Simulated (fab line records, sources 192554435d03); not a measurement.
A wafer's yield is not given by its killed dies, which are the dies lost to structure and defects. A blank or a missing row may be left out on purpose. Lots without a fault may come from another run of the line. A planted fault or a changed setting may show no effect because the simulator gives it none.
Split-lot experiment | flow n5 finfet | 7 lots, 21 wafers read, on a route of 1938 steps

== ON THE SPLIT ==
At N5_SD_EPI_N_EXPOSE_06 (exposes mask SD N BLK, target cd 120 nm), the setting dose mj was moved away from the recipe's 39.75 on 6 of the 21 wafers read, by -6.9% to -1.9%. This setting was run at the recipe's value on the other wafers.

== FROM THE SPLIT TO THE READING: what the file shows between them, 2 steps ==
- N5_SD_EPI_N_PEB_07: peb time 60 s
- N5_SD_EPI_N_DEVELOP_08: develop time 30 s

== THE READING ==
At N5_SD_EPI_N_CD_MEAS_09: cd nm in nanometres, against a target cd of 120 nm. Typical for fault-free wafers on this fab line: 119.6 nm, with standard deviation 0.69 nm.

wafer  | tool, chamber at the split | dose mj as run | against the recipe | cd nm, nm | against lot-mates on the recipe
L075.2 | arfi scanner-02, 0         | 39.75          | recipe             | 119.0     | -
L075.5 | arfi scanner-02, 0         | 39.75          | recipe             | 119.2     | -
L075.6 | arfi scanner-02, 0         | 39.75          | recipe             | 119.6     | -
L076.4 | arfi scanner-01, 0         | 37             | -6.9%              | 115.1     | -4.2
L076.5 | arfi scanner-01, 0         | 39.75          | recipe             | 119.1     | -
L076.6 | arfi scanner-01, 0         | 39.75          | recipe             | 119.6     | -
L081.2 | arfi scanner-01, 0         | 38.41          | -3.4%              | 116.9     | -1.2
L081.3 | arfi scanner-01, 0         | 39.75          | recipe             | 118.1     | -
L081.4 | arfi scanner-01, 0         | 38.41          | -3.4%              | 116.8     | -1.3
L082.1 | arfi scanner-01, 0         | 39.75          | recipe             | 120.2     | -
L082.3 | arfi scanner-01, 0         | 39.75          | recipe             | 120.0     | -
L082.5 | arfi scanner-01, 0         | 39.75          | recipe             | 119.5     | -
L083.4 | arfi scanner-03, 0         | 39.75          | recipe             | 119.9     | -
L083.5 | arfi scanner-03, 0         | 39.75          | recipe             | 119.1     | -
L083.6 | arfi scanner-03, 0         | 39.75          | recipe             | 119.3     | -
L096.2 | arfi scanner-02, 0         | 39             | -1.9%              | 117.9     | -2.6
L096.3 | arfi scanner-02, 0         | 39.75          | recipe             | 120.5     | -
L096.4 | arfi scanner-02, 0         | 39             | -1.9%              | 118.4     | -2.1
L097.2 | arfi scanner-02, 0         | 39.75          | recipe             | 119.2     | -
L097.3 | arfi scanner-02, 0         | 39.75          | recipe             | 119.5     | -
L097.5 | arfi scanner-02, 0         | 38.58          | -2.9%              | 117.6     | -1.8

FIT RESULTS
A straight line over all 21 wafers: cd nm changes by +0.667 nm for each +1% of dose mj; r = +0.92; the points scatter about the line by 0.52 nm.
The same after taking each lot's own level away (the mean of its wafers on the recipe; 21 wafers): +0.586 nm for each +1%; r = +0.90; scatter 0.52 nm.
On that fit, the largest move of dose mj shifts the reading by 4.1 nm.
From 118.10 to 120.50 nm: that is the span of the lots' own levels, equal to 3.5 times the standard deviation above.
Thus the slope moves with the lot-to-lot level: the two fits are different.
Check: for one of the wafers moved furthest among these (-6.9%), held out of the fit, the line's prediction against its lot-mates is -3.93 nm. It came out at -4.25 nm against them.

== THE WHOLE CHAIN: every reading that the file lists as answering this split, in the file's order ==
step                   | what it does                                           | reading                                                         | change (the file's fit)               | r (the file's)
N5_SD_EPI_N_CD_MEAS_09 | target cd 120 nm                                       | cd nm                                                           | +0.603 nm for each +1% of the setting | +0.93
N5_SD_EPI_N_DESCUM_14  | chemistry O2, time 7.9 s                               | SD_EPI_N.cd nm (the simulator's own value, which no gauge read) | +0.589 nm for each +1% of the setting | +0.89
N5_SD_EPI_N_ETCH_34    | etches SiARC in CF4, target depth 45.5 nm, time 75.8 s | SD_EPI_N.cd nm (the simulator's own value, which no gauge read) | +0.61 nm for each +1% of the setting  | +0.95

== FILE'S OWN FIT ==
cd nm changes by +0.603 nm for each +1% of dose mj, r = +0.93.
